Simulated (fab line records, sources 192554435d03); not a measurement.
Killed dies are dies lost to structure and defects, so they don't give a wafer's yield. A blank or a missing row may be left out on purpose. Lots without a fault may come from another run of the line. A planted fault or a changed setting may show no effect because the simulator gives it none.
fab line records | flow n5_finfet | part 2 of 2: steps 31 to 37 of 37
record lots=5 wafers=15 last_day=18
route steps=1938 shown PASSIVATION@1897
lots that met no fault: from a run of the same line without faults
start_h: hours from the record's first day to the start of the lot's first wafer shown | wait_h: hours since the lot's step before | " the same as in the row above | L1.1+2: a row that stands for several wafers | - no value, or no start given | * or withheld: withheld | < > ~ a bound
route shown NAME@n: a module of which the file shows steps, and the number in the route of the first | usual: mean/standard deviation of fault-free wafers | same: alike in all rows | chamber/n: place in a boat | sites: the reading at each site | _std_site: their standard deviation | _edge_site: outer sites' mean less inner sites' | radius_mm: how far each site lies from the wafer's centre | mask NAME#n: copy n | behind: the tool/chamber that last shaped the wafer | hold: why the lot was held/for how many hours/how that ended | device: the transistor (n, p or np) that didn't switch | end of line: the same wafers' tests at the end of the route | a step without rows: its recipe alone | killed: dies lost to structure and defects at the first sort, not the wafer's yield | map: a wafer's dies, x killed, . not, _ none there
set.NAME: the setting as run; set.NAME@STEP: as run at that earlier step | model.NAME: the simulator's own value behind a step, which no gauge read
lots at some steps of the route; a table a step, a row a wafer
services: from which hour (start_h, from the record's first day; less than 0 if before it) a tool's chamber was out of use, for how many hours, and why
## steps
# step N5_PASSIVATION_INSPECT_67
# recipe mode=adi inspect_instrument=macro
# usual raw_defect_count=2.1/1.4
# columns lot.wafer tool chamber start_h wait_h raw_defect_count
L074.1 defect_inspect-02 - 289.55 0.0 3
L074.4 " - " " 1
L074.5 " - " " 4
L083.2 defect_inspect-01 - 326.02 0.0 1
L083.4 " - " " 0
L083.5 " - " " 3
L082.1 defect_inspect-01 - 335.48 0.0 2
L082.4 " - " " 2
L082.5 " - " " 2
L089.2 defect_inspect-02 - 366.20 0.0 0
L089.3 " - " " 2
L089.5 " - " " 1
L096.1 defect_inspect-01 - 423.99 0.0 4
L096.4 " - " " 2
L096.6 " - " " 2
# step N5_PASSIVATION_DESCUM_46
# recipe chemistry=O2 time_s=7.9 source_power_w=50 bias_power_w=20 pressure_mtorr=20 rf_frequency_hz=2.712e+07 temp_c=40 o2_flow_sccm=225
# usual drypump_motor_current_A=5.7/0.48 oes_product_au=0.80/0.1 rf_vpp_V=242.8/1.3 showerhead_plenum_p_Torr=2.08/0.071 throttle_valve_pct=20.56/0.2
# columns lot.wafer tool chamber start_h wait_h drypump_motor_current_A oes_product_au rf_hours_counter_h rf_vpp_V showerhead_plenum_p_Torr throttle_valve_pct
L074.1 rie_diel-05 0 289.58 0.0 5.6 1.00 5 242.5 2.06 20.38
L074.4 " 3 " " 5.9 0.69 220 240.9 1.99 20.51
L074.5 " 0 " " 5.7 0.99 - 242.4 2.06 20.37
L083.2 rie_diel-02 0 326.05 0.0 5.9 0.87 51 243.8 2.04 20.51
L083.4 " 3 " " 5.4 0.88 42 243.7 2.12 20.29
L083.5 " 0 " " 5.9 0.88 - 243.0 2.04 20.49
L082.1 rie_diel-02 0 335.52 0.0 5.9 0.88 54 242.8 2.04 20.51
L082.4 " 2 " " 6.7 0.90 32 244.7 2.14 20.54
L082.5 " 1 " " 5.8 0.76 - 244.5 2.18 20.68
L089.2 rie_diel-01 2 366.24 0.0 5.2 0.69 243 242.7 2.06 20.59
L089.3 " 3 " " 5.7 0.71 239 243.9 2.15 20.71
L089.5 " 3 " " 5.7 0.70 - 243.7 2.15 20.73
L096.1 rie_diel-01 3 424.03 0.0 5.8 0.97 3 243.8 2.15 20.35
L096.4 " 1 " " 5.2 0.70 230 240.4 1.98 20.90
L096.6 " 3 " " 5.7 0.96 - 243.2 2.15 20.35
# step N5_PASSIVATION_PASS_ETCH_47
# recipe chemistry=CF4/O2 target=SiNx target_depth_a=7700 time_s=385 ion_energy_ev=100 pressure_mtorr=40 source_w=535 bias_w=49 Ar_flow_sccm=100 cf4_flow_sccm=100 O2_flow_sccm=10
# usual drypump_motor_current_A=5.7/0.48 oes_product_au=0.80/0.1 rf_vpp_V=241.9/2 showerhead_plenum_p_Torr=2.19/0.072 throttle_valve_pct=15.98/0.23
# columns lot.wafer tool chamber start_h wait_h drypump_motor_current_A oes_product_au rf_hours_counter_h rf_vpp_V showerhead_plenum_p_Torr throttle_valve_pct
L074.1 rie_diel-05 0 289.62 0.0 5.6 0.97 5 242.8 2.17 15.72
L074.4 " 3 " " 5.9 0.69 220 240.9 2.10 15.98
L074.5 " 0 " " 5.6 0.98 - 242.7 2.17 15.71
L083.2 rie_diel-02 0 326.09 0.0 5.9 0.88 51 243.0 2.15 15.86
L083.4 " 3 " " 5.4 0.88 42 240.4 2.24 15.76
L083.5 " 0 " " 5.8 0.88 - 243.1 2.15 15.85
L082.1 rie_diel-02 0 335.55 0.0 5.9 0.88 54 245.2 2.14 15.85
L082.4 " 2 " " 6.7 0.90 32 238.3 2.25 15.86
L082.5 " 1 " " 5.8 0.78 - 241.9 2.30 16.17
L089.2 rie_diel-01 2 366.27 0.0 5.1 0.69 243 241.0 2.18 16.08
L089.3 " 3 " " 5.8 0.71 239 244.8 2.27 16.22
L089.5 " 3 " " 5.7 0.70 - 244.0 2.27 16.21
L096.1 rie_diel-01 3 424.06 0.0 5.7 0.96 3 245.2 2.26 15.76
L096.4 " 1 " " 5.2 0.70 230 241.8 2.10 16.39
L096.6 " 3 " " 5.7 0.97 - 244.2 2.26 15.75
# step N5_PASSIVATION_ETCH_54
# recipe chemistry=CHF3/O2 target=SiO2 target_depth_a=8800 CHF3_flow_sccm=50 O2_flow_sccm=5 Ar_flow_sccm=200 time_s=440 mask_material=PR pressure_mtorr=30 source_w=650 bias_w=170 ion_energy_ev=200
# usual drypump_motor_current_A=5.7/0.48 oes_product_au=0.80/0.1 rf_vpp_V=526/3.9 showerhead_plenum_p_Torr=2.39/0.078 throttle_valve_pct=18.91/0.22
# columns lot.wafer tool chamber start_h wait_h drypump_motor_current_A oes_product_au rf_hours_counter_h rf_vpp_V showerhead_plenum_p_Torr throttle_valve_pct
L074.1 rie_diel-05 0 289.84 0.1 5.6 0.97 5 527 2.37 18.68
L074.4 " 3 " " 5.9 0.68 220 525 2.30 18.90
L074.5 " 0 " " 5.7 0.98 - 529 2.37 18.66
L083.2 rie_diel-02 0 326.32 0.1 5.9 0.87 51 533 2.35 18.80
L083.4 " 3 " " 5.4 0.87 42 525 2.45 18.71
L083.5 " 0 " " 5.9 0.87 - 531 2.35 18.82
L082.1 rie_diel-02 0 335.78 0.1 5.9 0.87 54 532 2.35 18.84
L082.4 " 2 " " 6.7 0.89 32 517 2.45 18.82
L082.5 " 1 " " 5.8 0.77 - 526 2.51 19.05
L089.2 rie_diel-01 2 366.50 0.1 5.2 0.68 244 524 2.37 18.96
L089.3 " 3 " " 5.7 0.71 239 532 2.47 19.08
L089.5 " 3 " " 5.7 0.70 - 531 2.47 19.08
L096.1 rie_diel-01 3 424.29 0.1 5.8 0.96 4 532 2.47 18.69
L096.4 " 1 " " 5.2 0.70 230 526 2.29 19.32
L096.6 " 3 " " 5.8 0.98 - 534 2.47 18.68
# step N5_PASSIVATION_STRIP_48
# recipe chemistry=O2 power_w=600 temp_c=60 pressure_mtorr=30 rf_frequency_hz=6e+07 bias_power_w=0 overash_fraction=0.5 o2_flow_sccm=225
# usual drypump_motor_current_A=5.7/0.49 oes_product_au=0.80/0.1 rf_vpp_V=3.4/2.1 showerhead_plenum_p_Torr=2.08/0.071 throttle_valve_pct=16.78/0.22
# columns lot.wafer tool chamber start_h wait_h drypump_motor_current_A oes_product_au rf_hours_counter_h rf_vpp_V showerhead_plenum_p_Torr throttle_valve_pct
L074.1 rie_diel-05 0 290.13 0.1 5.6 0.99 5 2.3 2.07 16.46
L074.4 " 3 " " 5.9 0.72 220 8.0 1.99 16.72
L074.5 " 0 " " 5.6 0.98 - 0.7 2.06 16.61
L083.2 rie_diel-02 0 326.61 0.1 5.9 0.86 52 3.0 2.05 16.73
L083.4 " 3 " " 5.4 0.89 42 7.5 2.12 16.56
L083.5 " 0 " " 5.9 0.86 - 1.5 2.05 16.70
L082.1 rie_diel-02 0 336.07 0.1 5.8 0.85 54 1.7 2.05 16.68
L082.4 " 2 " " 6.8 0.90 32 7.1 2.15 16.66
L082.5 " 1 " " 5.8 0.77 - 9.4 2.18 16.89
L089.2 rie_diel-01 2 366.79 0.1 5.1 0.69 244 1.0 2.07 16.92
L089.3 " 3 " " 5.7 0.72 240 3.8 2.16 17.03
L089.5 " 3 " " 5.7 0.71 - 6.9 2.16 17.04
L096.1 rie_diel-01 3 424.58 0.1 5.7 1.00 4 6.5 2.15 16.57
L096.4 " 1 " " 5.2 0.69 230 6.3 1.98 17.22
L096.6 " 3 " " 5.7 0.97 - 5.9 2.15 16.49
# step N5_PASSIVATION_STRIP_52
# recipe chemistry=post_etch_residue_remover time_s=1200 temp_c=72.5
# columns lot.wafer tool chamber start_h wait_h
L074.1+4+5 wet_bench-03 2,4,6 290.21 -
L083.2+4+5 wet_bench-06 1,3,2 326.67 -
L082.1+4+5 wet_bench-01 1,2,5 336.14 -
L089.2+3+5 wet_bench-06 2,4,5 366.86 -
L096.1+4+6 wet_bench-03 7,4,2 424.65 -
# step N5_PASSIVATION_CLEAN_71
# recipe chemistry=IPA time_s=180 temp_c=25
# columns lot.wafer tool chamber start_h wait_h
L074.1+4+5 wet_bench-03 2,4,6 290.54 0.0
L083.2+4+5 wet_bench-06 1,3,2 327.01 0.0
L082.1+4+5 wet_bench-01 1,2,5 336.47 0.0
L089.2+3+5 wet_bench-06 2,4,5 367.19 0.0
L096.1+4+6 wet_bench-03 7,4,2 424.98 0.0
## services
# columns tool chamber start_h hours kind
krf_scanner-02 - 265.70 4.4 pm
pecvd-01 - 283.86 6.0 pm
rie_metal-01 - 284.58 1.4 pm
krf_scanner-01 - 290.89 1.0 pm
pecvd-03 - 297.75 2.6 repair
pecvd-03 0 302.05 8.0 repair
rie_diel-01 3 303.84 3.5 repair
rie_metal-01 0 333.01 5.5 repair
rie_metal-01 1 333.16 23.2 repair
litho_track-02 - 373.39 - consumable_replace:filter
rie_diel-05 3 373.42 - clean
rie_diel-05 3 373.42 - consumable_replace:focus_ring
rie_diel-05 3 373.42 - consumable_replace:showerhead
rie_diel-05 3 373.42 14.1 scheduled_down
krf_scanner-01 - 375.40 0.8 pm
wet_bench-03 - 382.44 2.6 repair
rie_diel-02 0 387.93 20.3 repair
pecvd-03 2 390.14 30.8 repair
krf_scanner-02 - 390.15 0.8 pm
krf_scanner-01 - 395.35 8.0 repair
rie_diel-02 - 396.06 0.3 repair
rie_diel-02 3 404.05 1.5 repair
krf_scanner-01 - 419.51 4.5 repair
krf_scanner-02 - 423.99 1.0 pm
